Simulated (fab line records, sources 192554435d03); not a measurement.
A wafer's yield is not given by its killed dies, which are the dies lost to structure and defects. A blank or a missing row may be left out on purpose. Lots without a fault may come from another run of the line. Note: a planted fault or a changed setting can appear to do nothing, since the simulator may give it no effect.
Matching of chambers -- flow n5-finfet -- rie-diel-06 running N5_SD_EPI_P_DESCUM_14: 4 sister chambers
The step chemistry O2, time 7.9 s. 14 wafers are shown with their chamber, then 7 later ones without.

EACH WAFER AND ITS CHAMBER
wafer,chamber,showerhead-plenum-p-Torr (Torr),throttle-valve-pct (%),oes-product-au (a.u.)
L078.1,2,2.04,20.32,0.84
L078.4,1,2.12,20.52,0.78
L078.6,0,2.09,20.78,0.72
L079.2,3,1.99,20.64,0.72
L079.3,0,2.08,20.81,0.72
L079.4,2,2.04,20.30,0.84
L080.1,1,2.12,20.52,0.78
L080.3,2,2.04,20.33,0.83
L080.4,0,2.08,20.82,0.71
L082.1,2,2.04,20.32,0.83
L082.5,0,2.08,20.80,0.72
L082.6,3,1.99,20.65,0.73
L085.1,2,2.04,20.32,0.81
L085.3,1,2.11,20.54,0.76

SIGNATURES (averages over the wafers above)
reading,chamber 0,chamber 1,chamber 2,chamber 3,scatter within a chamber
showerhead-plenum-p-Torr,2.0825,2.1167,2.0400,1.9900,0.00376
throttle-valve-pct,20.8025,20.5267,20.3180,20.6450,0.0129
oes-product-au,0.7175,0.7733,0.8300,0.7250,0.00996
Rule: distance of a wafer from a chamber = root of the sum over the readings of ((wafer's reading minus chamber's mean) / reading's scatter) squared. If the next closest chamber is less than 2 further off than the closest, the wafer can't be placed; otherwise it belongs to the closest. The scatter: the root of (the sum of the squares of (reading less its chamber's mean) over the shown wafers, divided by (wafers less chambers)).

WAFERS WITHOUT THEIR CHAMBER
wafer,showerhead-plenum-p-Torr (Torr),throttle-valve-pct (%),oes-product-au (a.u.)
L085.6,2.12,20.55,0.78
L086.3,2.08,20.82,0.72
L086.4,1.99,20.65,0.72
L086.5,2.04,20.33,0.81
L097.4,1.98,20.69,0.71
L097.5,1.98,20.68,0.70
L097.6,2.03,20.36,0.81

CHAMBER TAKEN BY EACH
wafer,from the rows above,in truth
L085.6,1,1
L086.3,0,0
L086.4,3,3
L086.5,2,2
L097.4,3,3
L097.5,3,3
L097.6,2,2
Correctly placed: 7 of 7. From these rows, 0 cannot be placed. 0 placed wrongly.
